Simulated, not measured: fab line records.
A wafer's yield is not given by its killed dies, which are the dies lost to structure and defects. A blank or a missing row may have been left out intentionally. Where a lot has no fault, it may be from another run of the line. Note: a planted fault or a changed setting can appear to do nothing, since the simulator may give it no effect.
The tool behind it: which one? | flow nand-harc | 24 lots, 72 wafers sampled, at 4 steps of a route of 1302

== WHAT THE GAUGES SHOWED, per wafer ==
NHARC_A_START_INSPECT_01. Usual: 2.9 for raw-defect-count, sd 1.7.
lot  | measured     | on                | raw-defect-count | flag
L074 | day 6 17:03  | defect-inspect-02 | 3 3 1            |
L075 | day 7 06:37  | defect-inspect-02 | 1 0 6            |
L076 | day 7 17:53  | defect-inspect-02 | 2 5 3            |
L077 | day 8 01:16  | defect-inspect-02 | 2 2 4            |
L079 | day 8 19:52  | defect-inspect-02 | 4 1 3            |
L078 | day 8 20:16  | defect-inspect-01 | 3 5 4            |
L080 | day 9 13:43  | defect-inspect-01 | 6 2 3            |
L081 | day 9 19:22  | defect-inspect-02 | 1 1 3            |
L082 | day 10 02:02 | defect-inspect-02 | 4 1 1            |
L083 | day 10 12:32 | defect-inspect-02 | 3 0 6            |
L084 | day 11 05:47 | defect-inspect-01 | 5 2 2            |
L085 | day 11 11:10 | defect-inspect-01 | 1 2 4            |
L086 | day 11 15:20 | defect-inspect-02 | 3 3 1            |
L087 | day 11 22:13 | defect-inspect-01 | 4 5 4            |
L089 | day 12 18:11 | defect-inspect-01 | 5 0 3            |
L088 | day 12 18:58 | defect-inspect-01 | 1 5 3            |
L090 | day 13 10:07 | defect-inspect-01 | 4 2 8            |
L091 | day 13 18:11 | defect-inspect-01 | 3 2 1            |
L092 | day 14 10:59 | defect-inspect-01 | 2 1 1            |
L093 | day 14 11:49 | defect-inspect-01 | 2 4 5            |
L094 | day 15 02:31 | defect-inspect-01 | 5 1 3            |
L095 | day 15 15:01 | defect-inspect-01 | 3 3 2            |
L096 | day 15 23:50 | defect-inspect-01 | 2 3 3            |
L097 | day 16 08:28 | defect-inspect-02 | 5 6 5            |

NHARC_A_ZERO_WELL_CD_MEAS_10: target cd 2000 nm. Usual: 1999.7 nm for cd-nm, sd 1.9.
lot  | measured     | on        | cd-nm (nm)           | flag
L074 | day 6 17:53  | cd-sem-03 | 1999.2 1999.9 2002.2 |
L075 | day 7 07:28  | cd-sem-01 | 1999.9 1998.6 1999.2 |
L076 | day 7 18:37  | cd-sem-03 | 1998.3 2004.3 2000.7 |
L077 | day 8 02:07  | cd-sem-01 | 2000.9 1998.3 1998.8 |
L079 | day 8 20:43  | cd-sem-03 | 1999.9 2002.0 2001.4 |
L078 | day 8 21:06  | cd-sem-03 | 1998.6 1999.6 1999.3 |
L080 | day 9 14:33  | cd-sem-01 | 1997.9 1996.0 2000.5 |
L081 | day 9 20:05  | cd-sem-03 | 2002.5 2001.3 1997.8 |
L082 | day 10 02:53 | cd-sem-01 | 2002.9 2003.2 2002.2 |
L083 | day 10 13:15 | cd-sem-02 | 1997.4 1997.3 2004.1 |
L084 | day 11 06:30 | cd-sem-03 | 1998.5 1998.0 2004.7 |
L085 | day 11 12:01 | cd-sem-01 | 2000.0 1998.7 1998.2 |
L086 | day 11 16:11 | cd-sem-03 | 1999.5 2001.4 1999.4 |
L087 | day 11 23:07 | cd-sem-03 | 1999.1 2000.0 1997.1 |
L089 | day 12 19:02 | cd-sem-01 | 1998.8 1998.5 2000.4 |
L088 | day 12 19:49 | cd-sem-01 | 1999.9 1998.2 2001.1 |
L090 | day 13 10:58 | cd-sem-02 | 1998.2 1999.6 2001.0 |
L091 | day 13 19:02 | cd-sem-03 | 1999.2 1998.6 1998.4 |
L092 | day 14 11:42 | cd-sem-03 | 2003.2 1999.9 2000.3 |
L093 | day 14 12:32 | cd-sem-03 | 1999.7 1998.3 1999.2 |
L094 | day 15 03:18 | cd-sem-02 | 2000.0 2000.8 1997.1 |
L095 | day 15 15:52 | cd-sem-01 | 1997.7 1997.3 1998.7 |
L096 | day 16 00:40 | cd-sem-03 | 1999.6 2002.2 2001.8 |
L097 | day 16 09:11 | cd-sem-03 | 1997.0 1999.3 2000.1 |

NHARC_A_CHANNEL_HOLE_D1_INSPECT_12. Usual: 5 for raw-defect-count, sd 2.6.
lot  | measured     | on                | raw-defect-count | flag
L074 | day 8 17:30  | defect-inspect-01 | 4 1 3            |
L075 | day 9 00:28  | defect-inspect-01 | 2 3 6            |
L076 | day 9 16:44  | defect-inspect-01 | 10 4 3           |
L077 | day 9 20:37  | defect-inspect-01 | 0 6 6            |
L079 | day 10 15:18 | defect-inspect-02 | 5 3 3            |
L078 | day 10 15:03 | defect-inspect-02 | 4 4 2            |
L080 | day 11 15:29 | defect-inspect-01 | 4 8 9            |
L081 | day 11 15:20 | defect-inspect-01 | 1 5 5            |
L082 | day 11 20:04 | defect-inspect-01 | 1 8 4            |
L083 | day 12 05:04 | defect-inspect-02 | 4 6 1            |
L084 | day 12 21:18 | defect-inspect-02 | 4 5 2            |
L085 | day 13 05:15 | defect-inspect-01 | 2 5 1            |
L086 | day 13 05:25 | defect-inspect-02 | 8 13 11          |
L087 | day 13 17:52 | defect-inspect-01 | 7 5 9            |
L089 | day 14 11:34 | defect-inspect-02 | 4 10 10          |
L088 | day 14 12:34 | defect-inspect-02 | 7 6 5            |
L090 | day 15 02:22 | defect-inspect-02 | 3 10 3           |
L091 | day 15 14:46 | defect-inspect-01 | 7 4 5            |
L092 | day 16 03:27 | defect-inspect-02 | 8 3 10           |
L093 | day 16 03:18 | defect-inspect-02 | 4 1 1            |
L094 | day 17 01:28 | defect-inspect-02 | 5 4 4            |
L095 | day 17 08:06 | defect-inspect-01 | 6 3 5            |
L096 | day 17 17:07 | defect-inspect-01 | 5 3 1            |
L097 | day 18 00:49 | defect-inspect-02 | 6 3 6            |

== TOOL THAT RAN EACH LOT (tool first, then ch and the chambers of the sampled wafers, then the start) ==
lot  | NHARC_A_CHANNEL_HOLE_D1_DEP_00
L074 | acl-dep-01 ch 0, day 8 14:44
L075 | acl-dep-02 ch 0, day 8 21:59
L076 | acl-dep-03 ch 0, day 9 14:42
L077 | acl-dep-03 ch 0, day 9 18:29
L079 | acl-dep-02 ch 0, day 10 12:26
L078 | acl-dep-01 ch 0, day 10 12:29
L080 | acl-dep-01 ch 0, day 11 12:59
L081 | acl-dep-03 ch 0, day 11 12:34
L082 | acl-dep-01 ch 0, day 11 17:17
L083 | acl-dep-02 ch 0, day 12 03:02
L084 | acl-dep-01 ch 0, day 12 19:01
L085 | acl-dep-03 ch 0, day 13 02:37
L086 | acl-dep-01 ch 0, day 13 02:37
L087 | acl-dep-01 ch 0, day 13 16:02
L089 | acl-dep-03 ch 0, day 14 08:48
L088 | acl-dep-02 ch 0, day 14 10:05
L090 | acl-dep-01 ch 0, day 14 23:37
L091 | acl-dep-02 ch 0, day 15 12:16
L092 | acl-dep-02 ch 0, day 16 00:35
L093 | acl-dep-01 ch 0, day 16 00:32
L094 | acl-dep-01 ch 0, day 16 22:49
L095 | acl-dep-01 ch 0, day 17 05:19
L096 | acl-dep-03 ch 0, day 17 14:59
L097 | acl-dep-03 ch 0, day 17 22:10
- NHARC_A_CHANNEL_HOLE_D1_DEP_00: deposits aC, target thk 3100 nm.

== AS READ BY THE TOOLS THEMSELVES (means over the sampled wafers that have a number; for cases with no such wafer, the mark the record gives instead) ==
NHARC_A_CHANNEL_HOLE_D1_DEP_00. Usual: 35.000 % for throttle-valve-pct, sd 0.0097.
lot  | tool       | throttle-valve-pct (%) | flag
L074 | acl-dep-01 | 35.012                 |
L075 | acl-dep-02 | 34.999                 |
L076 | acl-dep-03 | 35.003                 |
L077 | acl-dep-03 | 34.997                 |
L079 | acl-dep-02 | 34.996                 |
L078 | acl-dep-01 | 34.994                 |
L080 | acl-dep-01 | 34.995                 |
L081 | acl-dep-03 | 35.002                 |
L082 | acl-dep-01 | 34.998                 |
L083 | acl-dep-02 | 34.997                 |
L084 | acl-dep-01 | 35.007                 |
L085 | acl-dep-03 | 34.991                 |
L086 | acl-dep-01 | 35.003                 |
L087 | acl-dep-01 | 35.003                 |
L089 | acl-dep-03 | 35.007                 |
L088 | acl-dep-02 | 35.011                 |
L090 | acl-dep-01 | 35.007                 |
L091 | acl-dep-02 | 34.997                 |
L092 | acl-dep-02 | 35.001                 |
L093 | acl-dep-01 | 34.992                 |
L094 | acl-dep-01 | 34.996                 |
L095 | acl-dep-01 | 35.006                 |
L096 | acl-dep-03 | 35.004                 |
L097 | acl-dep-03 | 34.994                 |

== THE ANSWER, worked out from the rows above alone ==
Rule: a lot counts as off when the mean over its wafers that have a number is more than 3 standard deviations away from the usual mean. Also off: a lot with no number at a reading for which 4 or more lots have one. All remaining lots with rows at the step are treated as sound. After the gauges, taken in route order, come the tools' own readings; for these a lot's mean is taken, as printed above. At the first step where some lot is off, the reading lying furthest off is the one used; lots without a number count as furthest.
None of the lots is off at any reading shown; this tells nothing.

== WHAT THE SIMULATOR HAD PUT IN ==
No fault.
